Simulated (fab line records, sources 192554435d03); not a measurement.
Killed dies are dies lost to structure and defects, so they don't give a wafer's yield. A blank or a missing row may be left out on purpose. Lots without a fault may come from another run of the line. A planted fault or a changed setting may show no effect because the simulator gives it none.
Split-lot experiment | flow n5_finfet | 7 lots, 39 wafers read, on a route of 1938 steps

THE SPLIT
At N5_BEOL_M4_DEP_57 (deposits SiCN from 3MS/NH3, target thk 8 nm, time 14 s), the setting target_thk_a was moved away from the recipe's 80 angstrom on 15 of the 39 wafers read, by -54.8% to +55.0%. The other wafers ran this setting at the recipe's value.

The reading is taken at the split's own step.

THE READING
SiCN_of_BEOL_M4_DEP_57.thk_nm (the simulator's own value, which no gauge read), in nm, at N5_BEOL_M4_DEP_57 (deposits SiCN from 3MS/NH3, target thk 8 nm, time 14 s). The file gives no usual value for it. The 24 wafers here that ran the recipe average 7.9 nm, standard deviation 0.18 nm.

wafer  | tool, chamber at the split | target_thk_a as run, angstrom | against the recipe | SiCN_of_BEOL_M4_DEP_57.thk_nm, nm | against lot-mates on the recipe
L082.1 | pecvd-02, 2                | 60.1                          | -24.9%             | 5.8                               | -2.0
L082.2 | pecvd-02, 1,2              | 80                            | recipe             | 8                                 | -
L082.6 | pecvd-02, 1,2              | 80                            | recipe             | 8                                 | -
L082.3 | pecvd-02, 0                | 80                            | recipe             | 7.4                               | -
L082.4 | pecvd-02, 0                | 60.1                          | -24.9%             | 5.6                               | -2.2
L082.5 | pecvd-02, 1                | 60.1                          | -24.9%             | 6                                 | -1.8
L080.1 | pecvd-02, 2                | 49.01                         | -38.7%             | 4.8                               | -3.1
L080.2 | pecvd-02, 0                | 49.01                         | -38.7%             | 4.6                               | -3.3
L080.3 | pecvd-02, 1                | 80                            | recipe             | 8                                 | -
L080.5 | pecvd-02, 1                | 80                            | recipe             | 8                                 | -
L080.4 | pecvd-02, 2                | 49.01                         | -38.7%             | 5                                 | -2.9
L080.6 | pecvd-02, 0                | 80                            | recipe             | 7.6                               | -
L088.1 | pecvd-04, 1,2              | 80                            | recipe             | 8                                 | -
L088.2 | pecvd-04, 1,2              | 80                            | recipe             | 8                                 | -
L088.3 | pecvd-04, 0,2              | 50.7                          | -36.6%             | 5.2                               | -2.9
L088.4 | pecvd-04, 0,2              | 50.7                          | -36.6%             | 5.2                               | -2.9
L088.5 | pecvd-04, 0                | 80                            | recipe             | 8.2                               | -
L088.6 | pecvd-04, 1                | 50.7                          | -36.6%             | 5                                 | -3.1
L092.2 | pecvd-02, 2                | 80                            | recipe             | 8                                 | -
L092.3 | pecvd-02, 2                | 80                            | recipe             | 8                                 | -
L092.6 | pecvd-02, 0                | 80                            | recipe             | 7.8                               | -
L094.1 | pecvd-03, 2,1,2            | 124                           | +55.0%             | 12.2                              | +4.5
L094.4 | pecvd-03, 2,1,2            | 124                           | +55.0%             | 12.2                              | +4.5
L094.6 | pecvd-03, 2,1,2            | 124                           | +55.0%             | 12.2                              | +4.5
L094.2 | pecvd-03, 1                | 80                            | recipe             | 7.6                               | -
L094.3 | pecvd-03, 2,1              | 80                            | recipe             | 7.8                               | -
L094.5 | pecvd-03, 2,1              | 80                            | recipe             | 7.8                               | -
L095.1 | pecvd-02, 1,2,1            | 80                            | recipe             | 8                                 | -
L095.4 | pecvd-02, 1,2,1            | 80                            | recipe             | 8                                 | -
L095.5 | pecvd-02, 1,2,1            | 80                            | recipe             | 8                                 | -
L095.2 | pecvd-02, 2,0,0            | 80                            | recipe             | 7.8                               | -
L095.3 | pecvd-02, 2,0,0            | 80                            | recipe             | 7.8                               | -
L095.6 | pecvd-02, 2,0,0            | 80                            | recipe             | 7.8                               | -
L097.1 | pecvd-04, 1                | 80                            | recipe             | 8                                 | -
L097.2 | pecvd-04, 0                | 36.19                         | -54.8%             | 3.8                               | -4.2
L097.5 | pecvd-04, 0                | 36.19                         | -54.8%             | 3.8                               | -4.2
L097.3 | pecvd-04, 2                | 80                            | recipe             | 7.8                               | -
L097.4 | pecvd-04, 1                | 80                            | recipe             | 8.2                               | -
L097.6 | pecvd-04, 2                | 36.19                         | -54.8%             | 3.6                               | -4.4
Where a row lists several chambers, the file gives one row for several wafers and doesn't say which wafer went through which chamber.

THE FIT
A straight line over all 39 wafers: SiCN_of_BEOL_M4_DEP_57.thk_nm changes by +0.0778 nm for each +1% of target_thk_a; r = +1.00; the points scatter about the line by 0.18 nm.
The same after taking each lot's own level away (the mean of its wafers on the recipe; 39 wafers): +0.0798 nm for each +1%; r = +1.00; scatter 0.15 nm.
On that fit, the largest move of target_thk_a shifts the reading by 4.4 nm.
The lots' own levels span 7.73 to 8.07 nm, that is 1.8 times the standard deviation above.
So the lot-to-lot level changes the slope little: the two slopes agree.
Check: with one of the wafers moved furthest among these (+55.0%) left out of the fit, the line predicts +4.39 nm for it against its lot-mates. It came out at +4.47 nm against them.

OTHER SPLITS ON THESE WAFERS
These wafers also went through other splits before the reading. Each is held against what the fit with the lots' levels taken away leaves over:
other split on the same wafers              | wafers away from the commonest value | r with SiCN_of_BEOL_M4_DEP_57.thk_nm (lot level and that fit taken away)
N5_BEOL_M0_SAQP_SPACER2_ALD_26 target_thk_a | 15                                   | +0.07
N5_BEOL_M1_ALD_84 ald_cycles                | 12                                   | +0.08

THE FILE'S OWN FIT
SiCN_of_BEOL_M4_DEP_57.thk_nm changes by +0.0796 nm for each +1% of target_thk_a, r = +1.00.
